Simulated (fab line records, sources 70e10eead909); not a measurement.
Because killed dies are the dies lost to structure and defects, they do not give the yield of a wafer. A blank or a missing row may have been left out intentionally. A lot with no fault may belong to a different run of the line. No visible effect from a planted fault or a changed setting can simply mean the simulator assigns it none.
fab line records | flow nand_harc
record lots=4 | wafers=12 | last_day=32
route steps=1302 shown A_CHANNEL_HOLE_D1@450 END@1302
lots with no fault: from the same line, run without faults
start_h: start of the lot's first displayed wafer, in hours after the record's first day | wait_h: hours since the lot's step before | " identical to the entry in the row above | L1.1+2: a row that stands for several wafers | - no value present, or no start provided | * or withheld: withheld | < > ~ a bound
route shown NAME@n: NAME is a module with steps in the file, n the number in the route of the first one | usual: average and standard deviation across the fault-free wafers | same: alike in all rows | chamber/n: place in a boat | sites: the reading at each site | _std_site: standard deviation across them | _edge_site: mean of outer sites minus mean of inner sites | radius_mm: how far each site lies from the wafer's centre | mask NAME#n: copy n | behind: tool/chamber where the wafer was last shaped | hold: why the lot was held/for how many hours/how that ended | device: transistor that didn't switch, given as n, p or np | end of line: tests of these same wafers at the route's end | a step without rows: its recipe alone | killed: dies lost to structure and defects at the first sort, not the wafer's yield | map: shows each die of a wafer: x if killed, . if not, _ if none is there
set.NAME: the setting as run; set.NAME@STEP: as run at that earlier step | model.NAME: the simulator's own value behind a step, which no gauge read
lots at selected steps of the route; one table per step, one row per wafer
services: from which hour (start_h, from the record's first day; less than 0 if before it) a tool's chamber was out of use, for how many hours, and why
## steps
# step NHARC_A_CHANNEL_HOLE_D1_DEP_00
# recipe target_thk_a=31000 | temp_c=400 | material=aC
# step NHARC_A_CHANNEL_HOLE_D1_DEP_01
# recipe target_thk_a=1400 | target_thk_nm=140 | temp_c=400 | pressure_torr=3.5 | flow_sccm=200 | rf_w=350 | material=SiON
# step NHARC_A_CHANNEL_HOLE_D1_DEHYDRATE_02
# recipe temp_c=150 | time_s=120
# step NHARC_A_CHANNEL_HOLE_D1_HMDS_03
# recipe time_s=30
# step NHARC_A_CHANNEL_HOLE_D1_COAT_36
# recipe temp_c=260 | time_s=75
# step NHARC_A_CHANNEL_HOLE_D1_COAT_37
# recipe temp_c=225 | time_s=65
# step NHARC_A_CHANNEL_HOLE_D1_COAT_04
# recipe spin_rpm=1500 | resist_thk_nm=90
# step NHARC_A_CHANNEL_HOLE_D1_SOFTBAKE_05
# recipe temp_c=105 | time_s=55
# step NHARC_A_CHANNEL_HOLE_D1_EBR_06
# step NHARC_A_CHANNEL_HOLE_D1_EXPOSE_07
# recipe na=1.35 | target_cd_nm=100 | sigma_outer=0.3 | dose_mj=59.65 | mask_id=HOLE_D1
# usual exposure_dose_mJ_cm2=59.64/0.061
lot.wafer | tool            | chamber | start_h | wait_h | mask      | exposure_dose_mJ_cm2
L328.2    | arfi_scanner-02 | 0       | 244.01  | -      | HOLE_D1#0 | 59.57
L328.3    | "               | 0       | "       | "      | HOLE_D1#0 | 59.72
L328.5    | "               | 0       | "       | "      | HOLE_D1#0 | 59.54
L331.3    | arfi_scanner-02 | 0       | 283.88  | -      | HOLE_D1#0 | 57.00
L331.4    | "               | 0       | "       | "      | HOLE_D1#0 | 57.08
L331.6    | "               | 0       | "       | "      | HOLE_D1#0 | 56.98
L333.3    | arfi_scanner-02 | 0       | 293.45  | -      | HOLE_D1#0 | 57.54
L333.4    | "               | 0       | "       | "      | HOLE_D1#0 | 57.55
L333.6    | "               | 0       | "       | "      | HOLE_D1#0 | 57.51
L341.2    | arfi_scanner-03 | 0       | 374.75  | -      | HOLE_D1#0 | 59.53
L341.5    | "               | 0       | "       | "      | HOLE_D1#0 | 59.68
L341.6    | "               | 0       | "       | "      | HOLE_D1#0 | 59.68
# step NHARC_A_CHANNEL_HOLE_D1_PEB_08
# recipe peb_temp_c=100 | peb_time_s=65
# step NHARC_A_CHANNEL_HOLE_D1_DEVELOP_09
# recipe develop_time_s=35 | dev_temp_c=23
# step NHARC_A_CHANNEL_HOLE_D1_CD_MEAS_10
# recipe target_cd_nm=100 | landing_energy_ev=500
# usual cd_nm=100.0/0.38
# same landing_energy_ev=500
lot.wafer | tool      | chamber | start_h | wait_h | hold                     | cd_nm
L328.2    | cd_sem-02 | 0       | 244.15  | -      | -                        | 99.8
L328.3    | "         | 0       | "       | "      | -                        | 100.6
L328.5    | "         | 0       | "       | "      | -                        | 100.1
L331.3    | cd_sem-03 | 0       | 284.01  | -      | await_dispo/0.2h/release | 97.6
L331.4    | "         | 0       | "       | "      | await_dispo/0.2h/release | 97.8
L331.6    | "         | 0       | "       | "      | await_dispo/0.2h/release | 96.8
L331.3    | cd_sem-03 | 0       | -       | -      | -                        | 97.4
L331.4    | "         | 0       | "       | "      | -                        | 97.9
L331.6    | "         | 0       | "       | "      | -                        | 96.5
L333.3    | cd_sem-01 | 0       | 293.59  | -      | await_dispo/0.2h/release | 97.5
L333.4    | "         | 0       | "       | "      | await_dispo/0.2h/release | 98.0
L333.6    | "         | 0       | "       | "      | await_dispo/0.2h/release | 97.5
L333.3    | cd_sem-01 | 0       | -       | -      | -                        | 98.0
L333.4    | "         | 0       | "       | "      | -                        | 97.7
L333.6    | "         | 0       | "       | "      | -                        | 97.7
L341.2    | cd_sem-01 | 0       | 374.88  | -      | -                        | 100.2
L341.5    | "         | 0       | "       | "      | -                        | 100.3
L341.6    | "         | 0       | "       | "      | -                        | 99.6
# step NHARC_A_CHANNEL_HOLE_D1_OVL_MEAS_11
# usual overlay_x_nm=0.2/0.94 | overlay_y_nm=-0.1/0.92
lot.wafer | tool       | chamber | start_h | wait_h | hold                     | overlay_x_nm | overlay_y_nm
L328.2    | overlay-02 | -       | 244.23  | -      | -                        | -0.7         | -0.3
L328.3    | "          | -       | "       | "      | -                        | -0.4         | -0.9
L328.5    | "          | -       | "       | "      | -                        | -0.5         | -0.7
L331.3    | overlay-02 | -       | 289.85  | -      | await_dispo/5.6h/release | -0.6         | -0.8
L331.4    | "          | -       | "       | "      | await_dispo/5.6h/release | -0.8         | -1.1
L331.6    | "          | -       | "       | "      | await_dispo/5.6h/release | -0.6         | -0.3
L333.3    | overlay-01 | -       | 299.02  | -      | await_dispo/5.2h/release | 0.1          | 0.1
L333.4    | "          | -       | "       | "      | await_dispo/5.2h/release | 0.6          | 0.1
L333.6    | "          | -       | "       | "      | await_dispo/5.2h/release | 0.0          | -0.5
L341.2    | overlay-01 | -       | 374.97  | -      | -                        | -0.1         | -0.7
L341.5    | "          | -       | "       | "      | -                        | -0.5         | -0.8
L341.6    | "          | -       | "       | "      | -                        | -0.3         | -0.6
# step NHARC_A_CHANNEL_HOLE_D1_DESCUM_15
# recipe time_s=3 | o2_flow_sccm=200 | ar_flow_sccm=0 | bias_power_w=0 | chemistry=O2
# usual drypump_motor_current_A=5.51/0.24 | oes_product_au=0.999/0.0073 | rf_vpp_V=57.7/0.96 | showerhead_plenum_p_Torr=1.90/0.066 | throttle_valve_pct=11.311/0.0097
lot.wafer | tool        | chamber | start_h | wait_h | drypump_motor_current_A | oes_product_au | rf_hours_counter_h | rf_vpp_V | showerhead_plenum_p_Torr | throttle_valve_pct | model.A_CHANNEL_HOLE_D1.cd_nm
L328.2    | rie_diel-04 | 2       | 244.33  | 0.1    | 5.63                    | 0.987          | 4                  | 57.1     | 1.93                     | 11.300             | 100.1
L328.3    | "           | 3       | "       | "      | 5.33                    | 0.995          | 4                  | 57.5     | 1.98                     | 11.302             | 100.5
L328.5    | "           | 2       | "       | "      | 5.63                    | 0.994          | -                  | 58.1     | 1.93                     | 11.315             | 100.1
L331.3    | rie_diel-04 | 3       | 289.94  | 0.1    | 5.35                    | 0.992          | 8                  | 58.5     | 1.98                     | 11.316             | 97.93
L331.4    | "           | 1       | "       | "      | 5.36                    | 1.009          | 5                  | 58.7     | 1.83                     | 11.311             | 97.79
L331.6    | "           | 3       | "       | "      | 5.35                    | 1.005          | -                  | 58.8     | 1.98                     | 11.301             | 96.94
L333.3    | rie_diel-04 | 2       | 299.11  | 0.1    | 5.64                    | 1.011          | 9                  | 57.0     | 1.93                     | 11.331             | 97.38
L333.4    | "           | 0       | "       | "      | 5.90                    | 0.994          | 9                  | 57.1     | 1.86                     | 11.310             | 97.96
L333.6    | "           | 3       | "       | "      | 5.31                    | 1.006          | -                  | 58.3     | 1.98                     | 11.325             | 97.51
L341.2    | rie_diel-03 | 2       | 375.08  | 0.1    | 5.60                    | 0.992          | 26                 | 57.8     | 1.88                     | 11.295             | 99.92
L341.5    | "           | 1       | "       | "      | 5.30                    | 1.003          | -                  | 58.7     | 2.07                     | 11.331             | 100
L341.6    | "           | 2       | "       | "      | 5.51                    | 0.995          | -                  | 57.2     | 1.88                     | 11.315             | 99.37
# step NHARC_A_CHANNEL_HOLE_D1_ETCH_38
# recipe target_depth_a=390 | over_etch_frac=0.3 | time_s=65 | ion_energy_ev=80 | cf4_flow_sccm=150 | ar_flow_sccm=0 | rf_w=300 | bias_w=100 | chemistry=CF4
# step NHARC_A_CHANNEL_HOLE_D1_ETCH_39
# recipe target_depth_a=2600 | over_etch_frac=0.3 | time_s=325 | ion_energy_ev=200 | n2_flow_sccm=150 | h2_flow_sccm=150 | ar_flow_sccm=0 | rf_w=400 | bias_w=150 | chemistry=N2/H2
# step NHARC_A_CHANNEL_HOLE_D1_ETCH_34
# recipe target_depth_a=1540 | time_s=77 | cf4_flow_sccm=100 | chf3_flow_sccm=30 | ar_flow_sccm=0 | rf_w=500 | bias_w=200 | chemistry=CF4/CHF3
# step NHARC_A_CHANNEL_HOLE_D1_ETCH_16
# recipe target_depth_a=31000 | over_etch_frac=0.3 | time_s=806 | ion_energy_ev=150 | o2_flow_sccm=400 | cos_flow_sccm=20 | ar_flow_sccm=0 | rf_w=500 | bias_w=300 | chemistry=O2/COS
# step NHARC_A_CHANNEL_HOLE_D1_ETCH_19
# recipe bias_v=1200 | source_w=2500 | pressure_mtorr=15 | time_s=34.5 | ar_flow_sccm=375 | c4f8_flow_sccm=28.8 | o2_flow_sccm=96.2 | temp_c=-20 | target_depth_a=* | chemistry=C4F8/O2/Ar
# step NHARC_A_CHANNEL_HOLE_D1_ETCH_20
# recipe bias_v=3000 | source_w=withheld | pressure_mtorr=20 | time_s=361.9 | ar_flow_sccm=375 | c4f8_flow_sccm=89.3 | o2_flow_sccm=35.7 | temp_c=-20 | target_depth_a=16000 | chemistry=C4F8/O2/Ar
# step NHARC_A_CHANNEL_HOLE_D1_ETCH_21
# recipe bias_v=3000 | source_w=withheld | pressure_mtorr=20 | time_s=514.3 | ar_flow_sccm=375 | c4f8_flow_sccm=89.3 | o2_flow_sccm=35.7 | temp_c=-20 | target_depth_a=16000 | chemistry=C4F8/O2/Ar
# step NHARC_A_CHANNEL_HOLE_D1_ETCH_22
# recipe bias_v=3000 | source_w=withheld | pressure_mtorr=20 | time_s=666.7 | ar_flow_sccm=375 | c4f8_flow_sccm=89.3 | o2_flow_sccm=35.7 | temp_c=-20 | target_depth_a=16000 | chemistry=C4F8/O2/Ar
# step NHARC_A_CHANNEL_HOLE_D1_ETCH_23
# recipe bias_v=5000 | source_w=withheld | pressure_mtorr=20 | time_s=819 | ar_flow_sccm=375 | c4f8_flow_sccm=89.3 | o2_flow_sccm=35.7 | temp_c=-20 | target_depth_a=16000 | chemistry=C4F8/O2/Ar
# step NHARC_A_CHANNEL_HOLE_D1_ETCH_24
# recipe bias_v=5000 | source_w=withheld | pressure_mtorr=20 | time_s=906.2 | ar_flow_sccm=375 | c4f8_flow_sccm=93.8 | o2_flow_sccm=31.2 | temp_c=-20 | target_depth_a=15000 | chemistry=C4F8/O2/Ar
# step NHARC_A_CHANNEL_HOLE_D1_ETCH_25
# recipe bias_v=5000 | source_w=withheld | pressure_mtorr=20 | time_s=1040.2 | ar_flow_sccm=375 | c4f8_flow_sccm=93.8 | o2_flow_sccm=31.2 | temp_c=-20 | target_depth_a=15000 | chemistry=C4F8/O2/Ar
# step NHARC_A_CHANNEL_HOLE_D1_ETCH_26
# recipe bias_v=300 | source_w=2000 | pressure_mtorr=30 | time_s=224.1 | ar_flow_sccm=375 | c4f8_flow_sccm=11.4 | o2_flow_sccm=113.6 | temp_c=-20 | target_depth_a=3000 | chemistry=C4F8/O2/Ar
# step NHARC_A_CHANNEL_HOLE_D1_ETCH_33
# recipe bias_v=400 | source_w=2000 | pressure_mtorr=25 | time_s=90 | ar_flow_sccm=375 | c4f8_flow_sccm=41.7 | o2_flow_sccm=83.3 | temp_c=-20 | target_depth_a=4000 | chemistry=C4F8/O2/Ar
# step NHARC_A_CHANNEL_HOLE_D1_STRIP_41
# recipe n2_flow_sccm=150 | h2_flow_sccm=150 | ar_flow_sccm=0 | bias_w=0 | chemistry=N2/H2
# step NHARC_A_CHANNEL_HOLE_D1_STRIP_42
# recipe cf4_flow_sccm=100 | chf3_flow_sccm=30 | ar_flow_sccm=0 | bias_w=0 | chemistry=CF4/CHF3
# step NHARC_A_CHANNEL_HOLE_D1_STRIP_43
# recipe o2_flow_sccm=400 | cos_flow_sccm=20 | ar_flow_sccm=0 | bias_w=0 | chemistry=O2/COS
# step NHARC_A_CHANNEL_HOLE_D1_ETCH_44
# recipe target_depth_a=1400 | overetch_a=140 | time_s=77 | ion_energy_ev=100 | cf4_flow_sccm=80 | o2_flow_sccm=20 | ar_flow_sccm=0 | rf_w=300 | bias_w=100 | chemistry=CF4/O2
# usual drypump_motor_current_A=5.53/0.23 | oes_product_au=1.000/0.0078 | rf_vpp_V=197.8/1.1 | showerhead_plenum_p_Torr=1.33/0.042 | throttle_valve_pct=13.397/0.0086
lot.wafer | tool        | chamber | start_h | wait_h | drypump_motor_current_A | oes_product_au | rf_hours_counter_h | rf_vpp_V | showerhead_plenum_p_Torr | throttle_valve_pct | model.A_CHANNEL_HOLE_D1.cd_nm
L328.2    | rie_diel-12 | 0       | 250.52  | 0.1    | 5.44                    | 0.996          | 46                 | 196.1    | 1.33                     | 13.404             | 90.6
L328.3    | "           | 1       | "       | "      | 5.66                    | 0.992          | 45                 | 198.1    | 1.38                     | 13.388             | 90.69
L328.5    | "           | 0       | "       | "      | 5.45                    | 1.002          | -                  | 198.7    | 1.33                     | 13.399             | 90.97
L331.4    | rie_diel-04 | 3       | 295.86  | 0.1    | 5.34                    | 0.999          | 9                  | 198.3    | 1.38                     | 13.397             | 87.6
L331.3    | "           | 1       | "       | "      | 5.39                    | 1.002          | 7                  | 196.7    | 1.28                     | 13.407             | 88.37
L331.6    | "           | 0       | "       | "      | 5.93                    | 0.996          | -                  | 197.7    | 1.30                     | 13.409             | 86.14
L333.4    | rie_diel-04 | 1       | 308.40  | 0.1    | 5.36                    | 0.998          | 8                  | 197.0    | 1.27                     | 13.401             | 88.03
L333.3    | "           | 0       | "       | "      | 5.90                    | 0.990          | 10                 | 197.2    | 1.30                     | 13.403             | 87.69
L333.6    | "           | 2       | "       | "      | 5.64                    | 0.999          | -                  | 197.6    | 1.35                     | 13.389             | 87.1
L341.2    | rie_diel-04 | 3       | 380.98  | 0.1    | 5.32                    | 1.000          | 1                  | 198.9    | 1.38                     | 13.391             | 89.71
L341.5    | "           | 1       | "       | "      | 5.40                    | 1.000          | -                  | 197.7    | 1.27                     | 13.393             | 89.03
L341.6    | "           | 2       | "       | "      | 5.65                    | 1.010          | -                  | 197.2    | 1.35                     | 13.388             | 87.89
# step NHARC_A_CHANNEL_HOLE_D1_STRIP_27
# recipe o2_flow_sccm=500 | ar_flow_sccm=0 | bias_w=0 | chemistry=O2
# step NHARC_END_SORT_01
# recipe temp_c=25
# usual killed_at_array=51/16 | killed_at_other=0.6/0.88 | killed_at_periphery=4.0/2.6 | killed_dies=55/16 | killed_open=3.5/1.9 | killed_short=2.3/1.6
# same gross_dies=677
lot.wafer | tool      | chamber | start_h | wait_h | killed_at_array | killed_at_other | killed_at_periphery | killed_dies | killed_open | killed_short
L328.2    | prober-01 | 0       | 627.51  | 2.8    | 61              | 1               | 1                   | 63          | 4           | 5
L328.3    | prober-01 | 0       | 628.30  | 3.1    | 52              | 1               | 1                   | 54          | 2           | 5
L328.5    | prober-01 | 0       | 629.86  | 3.6    | 54              | 0               | 3                   | 57          | 4           | 3
L331.3    | prober-02 | 0       | 690.36  | 3.1    | 74              | 0               | 14                  | 88          | 5           | 5
L331.4    | prober-02 | 0       | 691.16  | 3.4    | 52              | 0               | 5                   | 57          | 3           | 3
L331.6    | prober-02 | 0       | 692.77  | 4.0    | 55              | 0               | 4                   | 59          | 7           | 1
L333.3    | prober-02 | 0       | 706.06  | 3.1    | 62              | 2               | 2                   | 66          | 3           | 3
L333.4    | prober-02 | 0       | 706.87  | 3.4    | 48              | 0               | 5                   | 53          | 2           | 2
L333.6    | prober-02 | 0       | 708.49  | 4.0    | 55              | 1               | 4                   | 60          | 1           | 1
L341.2    | prober-01 | 0       | 754.16  | 2.8    | 25              | 0               | 3                   | 28          | 2           | 0
L341.5    | prober-01 | 0       | 756.57  | 3.7    | 26              | 1               | 3                   | 30          | 1           | 2
L341.6    | prober-01 | 0       | 757.38  | 4.0    | 35              | 1               | 3                   | 39          | 5           | 2
# killed by level:class
L328.2 A_CHANNEL_HOLE_D2:chamber_film_flake=36 A_CONTACT:chamber_film_flake=5 A_WL_FILL:chamber_film_flake=4 A_CHANNEL_HOLE_D1:chamber_film_flake=3 A_DECK1_JOINT:chamber_film_flake=3 A_ONON_D2:geometric_particle:open=2 A_ONON_D1:geometric_particle:short=1 A_DECK1_JOINT:geometric_particle:short=1
L328.3 A_CHANNEL_HOLE_D2:chamber_film_flake=31 A_CHANNEL_HOLE_D1:chamber_film_flake=3 A_WL_FILL:chamber_film_flake=3 A_CONTACT:chamber_film_flake=3 A_CHANNEL_FILL_D1:geometric_particle:short=2 A_DECK1_JOINT:chamber_film_flake=2 A_ONON_D1:geometric_particle:short=1 A_DECK1_JOINT:geometric_particle:open=1
L328.5 A_CHANNEL_HOLE_D2:chamber_film_flake=32 A_WL_FILL:chamber_film_flake=4 A_CHANNEL_HOLE_D1:chamber_film_flake=3 P_STI:chamber_film_flake=2 A_DECK1_JOINT:chamber_film_flake=2 A_STAIRCASE:chamber_film_flake=2 A_CONTACT:chamber_film_flake=2 P_CONTACT:geometric_particle:short=1
L331.3 A_CHANNEL_HOLE_D1:chamber_film_flake=37 A_SLIT:chamber_film_flake=22 P_BONDPAD:chamber_film_flake=7 A_CONTACT:chamber_film_flake=5 P_GATE:chamber_film_flake=3 A_CHANNEL_FILL_D2:geometric_particle:open=2 P_CONTACT:geometric_particle:short=1 P_M1:geometric_particle:short=1
L331.4 A_SLIT:chamber_film_flake=29 A_CHANNEL_HOLE_D1:chamber_film_flake=10 A_CONTACT:chamber_film_flake=5 P_BONDPAD:chamber_film_flake=3 A_CHANNEL_FILL_D1:chamber_film_flake=2 A_CHANNEL_FILL_D1:geometric_particle:short=1 A_CHANNEL_FILL_D1:geometric_particle:open=1 A_DECK1_JOINT:geometric_particle:short=1
L331.6 A_SLIT:chamber_film_flake=23 A_CHANNEL_HOLE_D1:chamber_film_flake=22 A_M0:geometric_particle:open=2 P_BONDPAD:chamber_film_flake=2 A_CONTACT:chamber_film_flake=2 P_M1:geometric_particle:open=1 A_CHANNEL_HOLE_D1:geometric_particle:open=1 A_CHANNEL_FILL_D1:geometric_particle:open=1
L333.3 A_CHANNEL_HOLE_D1:chamber_film_flake=36 A_CHANNEL_HOLE_D2:chamber_film_flake=12 A_SLIT:chamber_film_flake=5 A_CONTACT:chamber_film_flake=2 THIN_TSV:chamber_film_flake=2 P_CONTACT:geometric_particle:open=1 A_ONON_D1:geometric_particle:open=1 A_ONON_D2:geometric_particle:open=1
L333.4 A_CHANNEL_HOLE_D1:chamber_film_flake=19 A_CHANNEL_HOLE_D2:chamber_film_flake=11 A_SLIT:chamber_film_flake=6 P_STI:chamber_film_flake=3 A_CONTACT:chamber_film_flake=3 P_BONDPAD:chamber_film_flake=2 A_BONDPAD:chamber_film_flake=2 A_SOURCE_PLATE:geometric_particle:short=1
L333.6 A_CHANNEL_HOLE_D1:chamber_film_flake=36 A_CHANNEL_HOLE_D2:chamber_film_flake=11 P_M2:chamber_film_flake=2 A_SLIT:chamber_film_flake=2 P_CONTACT:geometric_particle:short=1 A_M1:geometric_particle:open=1 P_BONDPAD:chamber_film_flake=1 A_BONDPAD:chamber_film_flake=1
L341.2 A_CHANNEL_HOLE_D1:chamber_film_flake=7 A_STAIRCASE:chamber_film_flake=7 A_SLIT:chamber_film_flake=5 P_CONTACT:chamber_film_flake=2 A_CONTACT:chamber_film_flake=2 A_CONTACT:geometric_particle:open=1 A_BLC:geometric_particle:open=1 P_BONDPAD:chamber_film_flake=1
L341.5 A_CHANNEL_HOLE_D1:chamber_film_flake=7 A_CONTACT:chamber_film_flake=6 A_DECK1_JOINT:chamber_film_flake=5 A_STAIRCASE:chamber_film_flake=2 A_SLIT:chamber_film_flake=2 P_CONTACT:geometric_particle:short=1 A_WL_FILL:geometric_particle:short=1 A_WL_FILL:geometric_particle:open=1
L341.6 A_CHANNEL_HOLE_D1:chamber_film_flake=13 A_SLIT:chamber_film_flake=7 A_CONTACT:chamber_film_flake=6 P_CONTACT:chamber_film_flake=2 A_ONON_D1:geometric_particle:open=1 A_CHANNEL_HOLE_D1:geometric_particle:short=1 A_CHANNEL_FILL_D1:geometric_particle:open=1 A_ONON_D2:geometric_particle:open=1
## services
tool            | chamber | start_h | hours | kind
rie_diel-03     | 2       | 228.34  | 9.7   | repair
rie_diel-04     | 0       | 236.27  | -     | clean
rie_diel-04     | 1       | 236.27  | -     | clean
rie_diel-04     | 2       | 236.27  | -     | clean
rie_diel-04     | 3       | 236.27  | -     | clean
rie_diel-12     | 3       | 253.39  | 6.3   | repair
arfi_scanner-02 | -       | 258.09  | 0.8   | repair
rie_diel-04     | 0       | 260.77  | -     | clean
rie_diel-04     | 1       | 260.77  | -     | clean
rie_diel-04     | 2       | 260.77  | -     | clean
rie_diel-04     | 3       | 260.77  | -     | clean
rie_diel-12     | -       | 269.08  | 9.0   | pm
rie_diel-03     | 2       | 280.12  | 6.7   | repair
rie_diel-03     | -       | 281.30  | 9.0   | pm
arfi_scanner-03 | -       | 300.89  | 1.3   | repair
arfi_scanner-02 | -       | 312.37  | 4.0   | pm
rie_diel-12     | 2       | 316.05  | 8.9   | repair
arfi_scanner-03 | -       | 331.53  | 0.3   | repair
rie_diel-12     | 3       | 344.41  | 4.1   | repair
rie_diel-04     | -       | 355.27  | 9.0   | pm
rie_diel-12     | 1       | 363.83  | 7.2   | repair
rie_diel-12     | 2       | 368.15  | 21.2  | repair
arfi_scanner-03 | -       | 369.47  | 4.0   | pm
rie_diel-12     | 3       | 379.35  | 36.3  | repair
## key
first_sign step=NHARC_A_CHANNEL_HOLE_D1_EXPOSE_07 | reading=exposure_dose_mJ_cm2 | direction=down | sigmas=39 | usual=59.64 | struck=57.27
effect step=NHARC_A_CHANNEL_HOLE_D1_CD_MEAS_10 | reading=visit | direction=added | through=control_loop
effect step=NHARC_A_CHANNEL_HOLE_D1_CD_MEAS_10 | reading=cd_nm | direction=down | sigmas=6.4 | usual=100.0 | struck=97.5 | through=control_loop
model_effect step=NHARC_A_CHANNEL_HOLE_D1_DESCUM_15 | value=A_CHANNEL_HOLE_D1.cd_nm | without=99.5 | struck=97.59
model_effect step=NHARC_A_CHANNEL_HOLE_D1_ETCH_44 | value=A_CHANNEL_HOLE_D1.cd_nm | without=89.49 | struck=87.49
met_at NHARC_A_CHANNEL_HOLE_D1_EXPOSE_07
struck_wafers L331.3,L331.4,L331.6,L333.3,L333.4,L333.6
tester_left_out L331,L333
loop_trim step=NHARC_A_CHANNEL_HOLE_D1_EXPOSE_07 | setting=dose | lots=L333
onset_between 244.01 283.88
fault kind=process_parameter_drift | tool=arfi_scanner-02 | chamber=- | onset_h=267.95 | steps=NHARC_A_CHANNEL_HOLE_D1_EXPOSE_07 | channel=dose_mj | offset=-2.5943 | shape=step | acts_in=these_recipes_only | stated=59.65
# tester_left_out: of these lots the tester's yield and bins aren't shown, on N5 and GAA mostly nor the transistor test; their killed dies are dies lost to structure and defects alone, not to doping, threshold or leakage, so they don't give the yield
# loop_trim: a control loop set the setting to another value than it would have without faults
